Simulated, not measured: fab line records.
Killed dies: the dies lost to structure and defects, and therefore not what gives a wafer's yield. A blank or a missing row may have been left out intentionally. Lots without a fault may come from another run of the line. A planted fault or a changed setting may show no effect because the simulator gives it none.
Which tool was responsible? / flow nand harc / Sampling: 13 lots, 39 wafers, 5 of 1159 route steps

WHAT THE GAUGES READ, wafer by wafer
NHARC_END_SORT_01. Usual: killed at array 25, standard deviation 7.8; killed at other 0.6, standard deviation 0.81; killed at periphery 3.3, standard deviation 2.2; killed dies 29, standard deviation 8.2; killed open 3.5, standard deviation 1.9; killed short 1.8, standard deviation 1.3.
lot=L691; measured=day 21 18:49; on=prober-02; killed at array=26 23 31; killed at other=1 2 1; killed at periphery=3 2 3; killed dies=30 27 35; killed open=5 3 8; killed short=2 0 1; flag=

TOOL THAT RAN EACH LOT (tool first, then ch and the chambers of the sampled wafers, then the start)
lot=L682; NHARC_A_CHANNEL_FILL_D1_ALD_16=ald hk-02 ch 0,2,3, day 8 15:17; NHARC_A_CHANNEL_FILL_D1_ETCHBACK_08=rie diel-09 ch 1,3, day 10 02:50 or earlier; NHARC_A_STAIRCASE_DEP_156=pecvd-04 ch 1,2, day 10 02:50; NHARC_A_STAIRCASE_DESCUM_168=rie diel-13 ch 0,1, day 10 03:47
lot=L683; NHARC_A_CHANNEL_FILL_D1_ALD_16=ald hk-02 ch 0,1, day 9 14:53; NHARC_A_CHANNEL_FILL_D1_ETCHBACK_08=rie diel-09 ch 0,1,3, day 11 02:46 or earlier; NHARC_A_STAIRCASE_DEP_156=pecvd-04 ch 1,2, day 11 02:46; NHARC_A_STAIRCASE_DESCUM_168=rie diel-13 ch 0,1, day 11 03:37
lot=L684; NHARC_A_CHANNEL_FILL_D1_ALD_16=ald hk-02 ch 0,2,3, day 9 15:04; NHARC_A_CHANNEL_FILL_D1_ETCHBACK_08=rie diel-12 ch 1,3, day 11 02:35 or earlier; NHARC_A_STAIRCASE_DEP_156=pecvd-04 ch 0,1,2, day 11 02:35; NHARC_A_STAIRCASE_DESCUM_168=rie diel-13 ch 0,2,3, day 11 03:34
lot=L685; NHARC_A_CHANNEL_FILL_D1_ALD_16=ald hk-04 ch 2,3, day 10 03:42; NHARC_A_CHANNEL_FILL_D1_ETCHBACK_08=rie diel-12 ch 0,1, day 11 15:50 or earlier; NHARC_A_STAIRCASE_DEP_156=pecvd-04 ch 0,1,2, day 11 15:50; NHARC_A_STAIRCASE_DESCUM_168=rie diel-06 ch 1,2, day 11 16:51
lot=L687; NHARC_A_CHANNEL_FILL_D1_ALD_16=ald hk-01 ch 1,2,3, day 10 03:46; NHARC_A_CHANNEL_FILL_D1_ETCHBACK_08=rie diel-09 ch 1,3, day 11 15:49 or earlier; NHARC_A_STAIRCASE_DEP_156=pecvd-02 ch 1,2, day 11 15:49; NHARC_A_STAIRCASE_DESCUM_168=rie diel-06 ch 0,2, day 11 16:41
lot=L686; NHARC_A_CHANNEL_FILL_D1_ALD_16=ald hk-02 ch 1,2,3, day 10 07:58; NHARC_A_CHANNEL_FILL_D1_ETCHBACK_08=rie diel-12 ch 0,3, day 11 20:48 or earlier; NHARC_A_STAIRCASE_DEP_156=pecvd-04 ch 1,2, day 11 20:48; NHARC_A_STAIRCASE_DESCUM_168=rie diel-06 ch 0,1,3, day 11 21:44
lot=L688; NHARC_A_CHANNEL_FILL_D1_ALD_16=ald hk-02 ch 0,2,3, day 10 14:19; NHARC_A_CHANNEL_FILL_D1_ETCHBACK_08=rie diel-12 ch 0,1,3, day 12 05:11 or earlier; NHARC_A_STAIRCASE_DEP_156=pecvd-04 ch 0,1,2, day 12 05:11; NHARC_A_STAIRCASE_DESCUM_168=rie diel-06 ch 1,2,3, day 12 06:47
lot=L691; NHARC_A_CHANNEL_FILL_D1_ALD_16=ald hk-04 ch 1,2, day 11 06:40; NHARC_A_CHANNEL_FILL_D1_ETCHBACK_08=rie diel-08 ch 0,3, day 12 22:59 or earlier; NHARC_A_STAIRCASE_DEP_156=pecvd-04 ch 1,2, day 12 22:59; NHARC_A_STAIRCASE_DESCUM_168=rie diel-13 ch 0,1,3, day 12 23:59
lot=L692; NHARC_A_CHANNEL_FILL_D1_ALD_16=ald hk-02 ch 1,2, day 11 11:13; NHARC_A_CHANNEL_FILL_D1_ETCHBACK_08=rie diel-12 ch 0,1,3, day 12 23:11 or earlier; NHARC_A_STAIRCASE_DEP_156=pecvd-04 ch 0,1,2, day 12 23:11; NHARC_A_STAIRCASE_DESCUM_168=rie diel-13 ch 0,3, day 13 00:45
lot=L698; NHARC_A_CHANNEL_FILL_D1_ALD_16=ald hk-02 ch 1,3, day 13 05:13; NHARC_A_CHANNEL_FILL_D1_ETCHBACK_08=rie diel-12 ch 0,3, day 14 17:56 or earlier; NHARC_A_STAIRCASE_DEP_156=pecvd-02 ch 1,2, day 14 17:56; NHARC_A_STAIRCASE_DESCUM_168=rie diel-07 ch 0,3, day 14 19:15
lot=L700; NHARC_A_CHANNEL_FILL_D1_ALD_16=ald hk-02 ch 0,3, day 13 08:12; NHARC_A_CHANNEL_FILL_D1_ETCHBACK_08=rie diel-09 ch 0,2, day 14 20:43 or earlier; NHARC_A_STAIRCASE_DEP_156=pecvd-03 ch 1,2, day 14 20:43; NHARC_A_STAIRCASE_DESCUM_168=rie diel-13 ch 0,1, day 14 21:35
lot=L703; NHARC_A_CHANNEL_FILL_D1_ALD_16=ald hk-04 ch 0,1, day 14 02:44; NHARC_A_CHANNEL_FILL_D1_ETCHBACK_08=rie diel-08 ch 1,2,3, day 15 20:04 or earlier; NHARC_A_STAIRCASE_DEP_156=pecvd-03 ch 0,2, day 15 20:04; NHARC_A_STAIRCASE_DESCUM_168=rie diel-06 ch 0,3, day 15 21:07
lot=L701; NHARC_A_CHANNEL_FILL_D1_ALD_16=ald hk-04 ch 0,1,2, day 14 02:55; NHARC_A_CHANNEL_FILL_D1_ETCHBACK_08=rie diel-12 ch 0,1,3, day 15 19:53 or earlier; NHARC_A_STAIRCASE_DEP_156=pecvd-03 ch 0,1, day 15 19:53; NHARC_A_STAIRCASE_DESCUM_168=rie diel-06 ch 0,1,3, day 15 20:44
- NHARC_A_CHANNEL_FILL_D1_ALD_16: deposits SiO2, target thk 1.5 nm, pulse time 10 s, ald cycles 15.
- NHARC_A_CHANNEL_FILL_D1_ETCHBACK_08: etches the open film in C4F8, target depth 220 nm, time 110 s.
- NHARC_A_STAIRCASE_DEP_156: deposits SiNx, target thk 50 nm.
- NHARC_A_STAIRCASE_DESCUM_168: chemistry O2, time 3 s.

AS READ BY THE TOOLS THEMSELVES (means over the sampled wafers that have a number; for cases with no such wafer, the mark the record gives instead)
NHARC_A_CHANNEL_FILL_D1_ALD_16. Usual: heater power w 473 W, standard deviation 38; precursor pulse height rel 1.000, standard deviation 0.02.
lot=L682; tool=ald hk-02; heater power w (W)=495; precursor pulse height rel=1.004; flag=
lot=L683; tool=ald hk-02; heater power w (W)=443; precursor pulse height rel=1.012; flag=
lot=L684; tool=ald hk-02; heater power w (W)=494; precursor pulse height rel=0.998; flag=
lot=L685; tool=ald hk-04; heater power w (W)=450; precursor pulse height rel=0.994; flag=
lot=L687; tool=ald hk-01; heater power w (W)=475; precursor pulse height rel=1.018; flag=
lot=L686; tool=ald hk-02; heater power w (W)=499; precursor pulse height rel=0.984; flag=
lot=L688; tool=ald hk-02; heater power w (W)=492; precursor pulse height rel=1.018; flag=
lot=L691; tool=ald hk-04; heater power w (W)=452; precursor pulse height rel=0.998; flag=
lot=L692; tool=ald hk-02; heater power w (W)=503; precursor pulse height rel=1.011; flag=
lot=L698; tool=ald hk-02; heater power w (W)=515; precursor pulse height rel=0.988; flag=
lot=L700; tool=ald hk-02; heater power w (W)=470; precursor pulse height rel=0.997; flag=
lot=L703; tool=ald hk-04; heater power w (W)=432; precursor pulse height rel=1.017; flag=
lot=L701; tool=ald hk-04; heater power w (W)=449; precursor pulse height rel=1.013; flag=

NHARC_A_CHANNEL_FILL_D1_ETCHBACK_08. Usual: oes product au 0.95 a.u., standard deviation 0.037; rf vpp V 442.6 V, standard deviation 2.8.
lot=L682; tool=rie diel-09; oes product au (a.u.)=0.93; rf vpp V (V)=440.1; flag=
lot=L683; tool=rie diel-09; oes product au (a.u.)=0.93; rf vpp V (V)=441.6; flag=
lot=L684; tool=rie diel-12; oes product au (a.u.)=0.92; rf vpp V (V)=444.1; flag=
lot=L685; tool=rie diel-12; oes product au (a.u.)=0.92; rf vpp V (V)=445.1; flag=
lot=L687; tool=rie diel-09; oes product au (a.u.)=0.92; rf vpp V (V)=441.8; flag=
lot=L686; tool=rie diel-12; oes product au (a.u.)=0.98; rf vpp V (V)=444.0; flag=
lot=L688; tool=rie diel-12; oes product au (a.u.)=0.91; rf vpp V (V)=444.5; flag=
lot=L691; tool=rie diel-08; oes product au (a.u.)=0.93; rf vpp V (V)=443.9; flag=
lot=L692; tool=rie diel-12; oes product au (a.u.)=0.99; rf vpp V (V)=443.7; flag=
lot=L698; tool=rie diel-12; oes product au (a.u.)=0.98; rf vpp V (V)=444.7; flag=
lot=L700; tool=rie diel-09; oes product au (a.u.)=0.92; rf vpp V (V)=439.9; flag=
lot=L703; tool=rie diel-08; oes product au (a.u.)=1.01; rf vpp V (V)=442.6; flag=
lot=L701; tool=rie diel-12; oes product au (a.u.)=0.92; rf vpp V (V)=444.1; flag=

NHARC_A_STAIRCASE_DEP_156. Usual: 697 W for heater power w, sd 100.
lot=L682; tool=pecvd-04; heater power w (W)=779; flag=
lot=L683; tool=pecvd-04; heater power w (W)=754; flag=
lot=L684; tool=pecvd-04; heater power w (W)=754; flag=
lot=L685; tool=pecvd-04; heater power w (W)=702; flag=
lot=L687; tool=pecvd-02; heater power w (W)=677; flag=
lot=L686; tool=pecvd-04; heater power w (W)=716; flag=
lot=L688; tool=pecvd-04; heater power w (W)=674; flag=
lot=L691; tool=pecvd-04; heater power w (W)=828; flag=
lot=L692; tool=pecvd-04; heater power w (W)=750; flag=
lot=L698; tool=pecvd-02; heater power w (W)=707; flag=
lot=L700; tool=pecvd-03; heater power w (W)=622; flag=
lot=L703; tool=pecvd-03; heater power w (W)=677; flag=
lot=L701; tool=pecvd-03; heater power w (W)=718; flag=

NHARC_A_STAIRCASE_DESCUM_168. Usual: drypump motor current A 5.6 A, standard deviation 0.39; o2 flow sccm 200.1 sccm, standard deviation 0.62; oes product au 0.995 a.u., standard deviation 0.013; rf vpp V 57.9 V, standard deviation 0.96; showerhead plenum p Torr 1.94 Torr, standard deviation 0.088; throttle valve pct 11.311 %, standard deviation 0.0094.
lot=L682; tool=rie diel-13; drypump motor current A (A)=6.0; o2 flow sccm (sccm)=200.6; oes product au (a.u.)=1.002; rf vpp V (V)=58.1; showerhead plenum p Torr (Torr)=1.82; throttle valve pct (%)=11.307; flag=
lot=L683; tool=rie diel-13; drypump motor current A (A)=6.0; o2 flow sccm (sccm)=199.6; oes product au (a.u.)=0.997; rf vpp V (V)=57.7; showerhead plenum p Torr (Torr)=1.82; throttle valve pct (%)=11.318; flag=
lot=L684; tool=rie diel-13; drypump motor current A (A)=5.6; o2 flow sccm (sccm)=200.4; oes product au (a.u.)=0.998; rf vpp V (V)=57.1; showerhead plenum p Torr (Torr)=1.81; throttle valve pct (%)=11.312; flag=
lot=L685; tool=rie diel-06; drypump motor current A (A)=5.6; o2 flow sccm (sccm)=200.1; oes product au (a.u.)=0.995; rf vpp V (V)=57.8; showerhead plenum p Torr (Torr)=1.92; throttle valve pct (%)=11.310; flag=
lot=L687; tool=rie diel-06; drypump motor current A (A)=5.5; o2 flow sccm (sccm)=200.4; oes product au (a.u.)=1.009; rf vpp V (V)=57.4; showerhead plenum p Torr (Torr)=2.00; throttle valve pct (%)=11.311; flag=
lot=L686; tool=rie diel-06; drypump motor current A (A)=5.3; o2 flow sccm (sccm)=200.2; oes product au (a.u.)=0.984; rf vpp V (V)=57.7; showerhead plenum p Torr (Torr)=1.95; throttle valve pct (%)=11.312; flag=
lot=L688; tool=rie diel-06; drypump motor current A (A)=5.3; o2 flow sccm (sccm)=199.9; oes product au (a.u.)=0.992; rf vpp V (V)=58.1; showerhead plenum p Torr (Torr)=1.96; throttle valve pct (%)=11.311; flag=
lot=L691; tool=rie diel-13; drypump motor current A (A)=5.8; o2 flow sccm (sccm)=199.1; oes product au (a.u.)=0.975; rf vpp V (V)=57.7; showerhead plenum p Torr (Torr)=1.92; throttle valve pct (%)=11.305; flag=
lot=L692; tool=rie diel-13; drypump motor current A (A)=5.8; o2 flow sccm (sccm)=199.5; oes product au (a.u.)=0.987; rf vpp V (V)=58.7; showerhead plenum p Torr (Torr)=1.98; throttle valve pct (%)=11.314; flag=
lot=L698; tool=rie diel-07; drypump motor current A (A)=5.5; o2 flow sccm (sccm)=199.8; oes product au (a.u.)=1.009; rf vpp V (V)=58.1; showerhead plenum p Torr (Torr)=1.99; throttle valve pct (%)=11.313; flag=
lot=L700; tool=rie diel-13; drypump motor current A (A)=6.0; o2 flow sccm (sccm)=200.7; oes product au (a.u.)=0.988; rf vpp V (V)=57.8; showerhead plenum p Torr (Torr)=1.96; throttle valve pct (%)=11.314; flag=
lot=L703; tool=rie diel-06; drypump motor current A (A)=5.3; o2 flow sccm (sccm)=200.6; oes product au (a.u.)=1.010; rf vpp V (V)=58.2; showerhead plenum p Torr (Torr)=1.97; throttle valve pct (%)=11.311; flag=
lot=L701; tool=rie diel-06; drypump motor current A (A)=5.4; o2 flow sccm (sccm)=200.3; oes product au (a.u.)=0.996; rf vpp V (V)=57.9; showerhead plenum p Torr (Torr)=1.94; throttle valve pct (%)=11.315; flag=

THE ANSWER, worked out from the rows above alone
Rule: lot off if the mean of its wafers having a number is beyond 3 standard deviations from the usual mean. Also off: a lot with no number at a reading for which 4 or more lots have one. The other lots that the step has rows for count as sound. Order of review: gauges by route order, followed by the tools' own readings, for which a lot's mean as printed above is used. The first step at which some lot is off is used, and at that step the reading that is off furthest; a lot without a number counts as furthest.
Across all readings shown, no lot is off: no conclusion can be drawn from this.

WHAT HAD BEEN PUT IN BY THE SIMULATOR
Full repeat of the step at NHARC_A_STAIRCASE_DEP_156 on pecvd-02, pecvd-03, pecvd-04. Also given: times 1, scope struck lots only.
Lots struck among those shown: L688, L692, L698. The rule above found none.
